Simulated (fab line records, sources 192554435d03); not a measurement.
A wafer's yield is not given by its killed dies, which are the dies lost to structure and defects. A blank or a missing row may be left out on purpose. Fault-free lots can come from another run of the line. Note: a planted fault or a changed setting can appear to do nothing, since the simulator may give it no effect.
Chamber matching -- flow n5-finfet -- 4 sister chambers for N5_DUMMY_GATE_ALD_02 on ald-sin-03
The step deposits SiO2, target thk 2 nm, pulse time 1 s. 16 wafers are shown with their chamber, then 8 later ones without.

WAFERS WITH THEIR CHAMBER
wafer,chamber,heater-power-w (W),precursor-pulse-height-rel
L596.3,1,501,0.990
L596.5,0,443,0.982
L596.6,1,508,0.992
L600.1,3,545,0.987
L600.2,2,476,0.984
L600.3,0,444,1.021
L602.4,2,475,0.993
L602.5,0,450,0.992
L602.6,3,531,0.997
L603.3,3,554,0.971
L603.4,3,534,1.004
L603.6,0,459,1.016
L606.1,0,445,0.988
L606.2,2,478,1.035
L606.3,3,555,0.991
L607.1,2,478,1.022

SIGNATURES (means of the wafers above)
reading,chamber 0,chamber 1,chamber 2,chamber 3,scatter within a chamber
heater-power-w,448.20,504.50,476.75,543.80,7.62
precursor-pulse-height-rel,0.99980,0.99100,1.00850,0.99000,0.0173
Rule: for each reading, subtract the chamber's mean from the wafer's reading, divide by that reading's scatter and square the result; add these up over the readings and take the root, which gives the wafer's distance from the chamber. If the next closest chamber is less than 2 further off than the closest, the wafer can't be placed; otherwise it belongs to the closest. How the scatter is found: for the shown wafers, subtract from each reading the mean of its chamber, square and add these, divide the total by (wafers less chambers), then take the root.

WAFERS WITH NO CHAMBER GIVEN
wafer,heater-power-w (W),precursor-pulse-height-rel
L607.4,502,1.001
L607.5,443,1.004
L610.2,480,0.972
L610.4,542,1.002
L610.6,470,0.986
L614.3,516,0.985
L614.4,544,1.009
L614.5,448,0.993

EACH ONE'S CHAMBER
wafer,from the rows above,in truth
L607.4,1,1
L607.5,0,0
L610.2,can't be placed: 2 or 1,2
L610.4,3,3
L610.6,can't be placed: 2 or 0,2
L614.3,1,1
L614.4,3,3
L614.5,0,0
6 of 8 placed correctly. Cannot be placed on the basis of these rows: 2; the candidates contain the true chamber in 2. Number placed wrongly: 0.
